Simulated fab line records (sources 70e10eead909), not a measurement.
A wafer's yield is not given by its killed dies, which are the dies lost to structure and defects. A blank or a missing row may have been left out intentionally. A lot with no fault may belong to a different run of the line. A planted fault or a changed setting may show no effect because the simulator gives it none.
Matching of chambers :: flow nand-harc :: cmp-02 running NHARC_P_CONTACT_CMP_01: 4 sister chambers
The step polishes SiO2, target thk 200 nm. 8 wafers are shown with their chamber, then 9 later ones without.

WAFERS WITH THEIR CHAMBER
wafer: L078.2
chamber: 0
motor-current-A (A): 11.7
slurry-filter-dp-kPa (kPa): 13.40

wafer: L081.4
chamber: 0
motor-current-A (A): 11.1
slurry-filter-dp-kPa (kPa): 13.51

wafer: L083.1
chamber: 2
motor-current-A (A): 11.0
slurry-filter-dp-kPa (kPa): 13.66

wafer: L083.2
chamber: 1
motor-current-A (A): 13.7
slurry-filter-dp-kPa (kPa): 13.68

wafer: L083.4
chamber: 3
motor-current-A (A): 13.2
slurry-filter-dp-kPa (kPa): 13.36

wafer: L087.1
chamber: 2
motor-current-A (A): 10.2
slurry-filter-dp-kPa (kPa): 13.61

wafer: L087.3
chamber: 1
motor-current-A (A): 13.4
slurry-filter-dp-kPa (kPa): 13.55

wafer: L087.4
chamber: 3
motor-current-A (A): 13.3
slurry-filter-dp-kPa (kPa): 13.54

WAFERS WITH NO CHAMBER GIVEN
wafer: L089.1
motor-current-A (A): 11.1
slurry-filter-dp-kPa (kPa): 13.77

wafer: L089.2
motor-current-A (A): 13.5
slurry-filter-dp-kPa (kPa): 13.46

wafer: L089.3
motor-current-A (A): 14.0
slurry-filter-dp-kPa (kPa): 13.40

wafer: L093.1
motor-current-A (A): 13.2
slurry-filter-dp-kPa (kPa): 13.43

wafer: L093.3
motor-current-A (A): 14.0
slurry-filter-dp-kPa (kPa): 13.56

wafer: L093.5
motor-current-A (A): 10.6
slurry-filter-dp-kPa (kPa): 13.67

wafer: L096.1
motor-current-A (A): 11.5
slurry-filter-dp-kPa (kPa): 13.48

wafer: L096.2
motor-current-A (A): 14.2
slurry-filter-dp-kPa (kPa): 13.66

wafer: L096.4
motor-current-A (A): 11.0
slurry-filter-dp-kPa (kPa): 13.56

WHICH CHAMBER EACH WENT THROUGH
wafer: L089.1
from the rows above: can't be placed: 2 or 0
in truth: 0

wafer: L089.2
from the rows above: can't be placed: 3 or 1
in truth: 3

wafer: L089.3
from the rows above: can't be placed: 3 or 1
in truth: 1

wafer: L093.1
from the rows above: 3
in truth: 3

wafer: L093.3
from the rows above: can't be placed: 1 or 3
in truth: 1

wafer: L093.5
from the rows above: 2
in truth: 2

wafer: L096.1
from the rows above: 0
in truth: 0

wafer: L096.2
from the rows above: can't be placed: 1 or 3
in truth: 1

wafer: L096.4
from the rows above: can't be placed: 2 or 0
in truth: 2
Correctly placed: 3 of 9. From these rows, 6 cannot be placed; in 6 the true chamber is one of the candidates. Wrongly placed: 0.
How it was worked out, from the rows above alone: a wafer's distance from a chamber is the root of the sum, over the readings, of the square of ((its reading less the chamber's mean) divided by the reading's scatter). If the next closest chamber is less than 2 further off than the closest, the wafer can't be placed; otherwise it belongs to the closest. A chamber's mean is the mean of its shown wafers. The scatter: take each reading less its chamber's mean, square it, sum over the shown wafers, divide by the number of wafers less the number of chambers, and take the root.
